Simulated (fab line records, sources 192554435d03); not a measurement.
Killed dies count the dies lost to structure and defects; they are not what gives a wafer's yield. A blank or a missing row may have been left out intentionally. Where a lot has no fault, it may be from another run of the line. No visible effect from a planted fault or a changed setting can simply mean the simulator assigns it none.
Comparing a struck lot with a sound one + flow n5Finfet + 18 out of 1938 route steps
Sound: wafers L422.1, L422.3, L422.5. Wafers struck: L430.1, L430.3. The cause comes at the end.
Per side, at each step with rows, come the tool, then ch with its chambers, and then its first start. Under that, the readings that differ: sound wafers + struck wafers + difference of the means + sigmas: that difference in standard deviations of wafers without a fault.
alike: readings with means less than 2 such deviations apart, plus words and numbers identical on both sides. not compared: withheld readings, readings lacking a value on some wafer, bounds such as >300 that could conceal the same value, and numbers that have no deviation in the record and whose values overlap.
Wherever a step has rows on one side only, a row that says differs or no value, or a row with sigmas, the two part there. When numbers do not overlap yet have no deviation, they are printed without sigmas and do not part them. A reading that every wafer of one side lacks parts them only if that side has two wafers or more.

first, 7 steps without rows for these wafers: N5_BEOL_M8_COAT_60 (time 60 s, resist thk 35 nm); N5_BEOL_M8_COAT_05 (resist thk 90 nm); N5_BEOL_M8_EBR_07; N5_BEOL_M8_SOFTBAKE_06 (time 60 s); N5_BEOL_M8_EXPOSE_08 (exposes mask M8); N5_BEOL_M8_PEB_09 (peb time 60 s); N5_BEOL_M8_DEVELOP_10 (develop time 30 s).
N5_BEOL_M8_CD_MEAS_11: the cd target is 38.5 nm.
  sound on cdSem-03 ch 0, day 10 10:52; struck on cdSem-02 ch 0, day 12 00:31
  alike: cdNm
N5_BEOL_M8_OVL_MEAS_12:
  sound on overlay-02 ch 0, day 10 10:53; struck on overlay-02 ch 0, day 12 00:33
  alike: M8_OVL
N5_BEOL_M8_INSPECT_13: inspects for defects (brightfield).
  sound on defectInspect-01, day 10 10:55; struck on defectInspect-01, day 12 00:34
  alike: rawDefectCount
N5_BEOL_M8_DESCUM_16: chemistry O2, time 7.9 s.
  sound on rieDiel-01 ch 1,2,3, day 10 10:56; struck on rieDiel-06 ch 0,2, day 12 00:36
  alike: drypumpMotorCurrentA, oesProductAu, rfVppV, showerheadPlenumPTorr, throttleValvePct
  not compared: rfHoursCounterH
N5_BEOL_M8_ETCH_61: etches SiARC in CF4, target depth 45.5 nm, time 75.8 s.
  sound on rieDiel-01 ch 1,2,3, day 10 10:59; struck on rieDiel-06 ch 0,2, day 12 00:38
| reading           | sound          | struck    | difference | sigmas |
|-------------------|----------------|-----------|------------|--------|
| etchRfOnTimeS (s) | 72.9 74.8 74.4 | 76.7 78.6 | +3.6       | +3     |
  alike: drypumpMotorCurrentA, oesProductAu, rfVppV, showerheadPlenumPTorr, throttleValvePct
  not compared: rfHoursCounterH
N5_BEOL_M8_ETCH_62: etches SOC in N2/H2, target depth 110 nm, overetch 22 nm, time 165 s.
  sound on rieDiel-01 ch 1,2,3, day 10 11:02; struck on rieDiel-06 ch 0,2, day 12 00:42
  alike: drypumpMotorCurrentA, h2FlowSccm, oesProductAu, rfVppV, showerheadPlenumPTorr, throttleValvePct
  not compared: rfHoursCounterH, model.SiARC_of_BEOL_M8_COAT_60.thkNm
then, 1 step without rows for these wafers: N5_BEOL_M8_STRIP_68 (strips in N2/H2).
N5_BEOL_M8_STRIP_67: strips in CF4.
  sound on rieDiel-01 ch 1,2,3, day 10 11:11; struck on rieDiel-06 ch 0,2, day 12 00:50
  alike: drypumpMotorCurrentA, oesProductAu, rfVppV, showerheadPlenumPTorr, throttleValvePct
  not compared: rfHoursCounterH
N5_BEOL_M8_HM_OPEN_17: chemistry Cl2/BCl3, target TiN, target depth 20 nm, overetch 6 nm.
  sound on rieMetal-03 ch 0,1, day 10 11:13; struck on rieMetal-01 ch 0,1, day 12 00:53
| reading                 | sound             | struck      | difference | sigmas |
|-------------------------|-------------------|-------------|------------|--------|
| model.etch.depthNm (nm) | 20.02 19.77 19.64 | 18.98 19.33 | -0.65      |        |
  alike: drypumpMotorCurrentA, heBacksideLeakSccm, oes_ar_750_au, oesProductAu, throttleValvePct
  not compared: rfHoursCounterH
N5_BEOL_M8_STRIP_19: strips in O2.
  sound on rieDiel-02 ch 0,3, day 10 11:23; struck on rieDiel-06 ch 0,2, day 12 00:59
| reading                  | sound       | struck  | difference | sigmas |
|--------------------------|-------------|---------|------------|--------|
| drypumpMotorCurrentA (A) | 5.1 6.2 6.2 | 5.2 5.1 | -0.7       | -2     |
  alike: oesProductAu, rfVppV, showerheadPlenumPTorr, throttleValvePct
  not compared: rfHoursCounterH
-- a jump in the record: the struck wafers' starts before and after are 3 days apart (it breaks off in module BEOL_M8 and resumes in module PASSIVATION, where the first step shown is number 1936 of the route) --
N5_PASSIVATION_PROBE_49:
  sound on prober-01, day 13 11:56; struck on prober-01, day 14 20:20
| reading          | sound    | struck | difference | sigmas |
|------------------|----------|--------|------------|--------|
| killedAtFrontEnd | 31 41 42 | 60 57  | +20        | +2     |
  alike: defectLimitedYield, killed_at_M0_to_M3, killed_at_M4_up, killedAtContacts, killedAtOther, killedDies, killedOpen, killedShort, sort_bin_5_function, sort_bin_6_memory, sort_bin_8_speed, sortNPass, sortYieldPct

## WHERE THEY PART
Last at N5_PASSIVATION_PROBE_49 as far as this record goes, first at N5_BEOL_M8_ETCH_61.

WHY: the cause the simulator had injected
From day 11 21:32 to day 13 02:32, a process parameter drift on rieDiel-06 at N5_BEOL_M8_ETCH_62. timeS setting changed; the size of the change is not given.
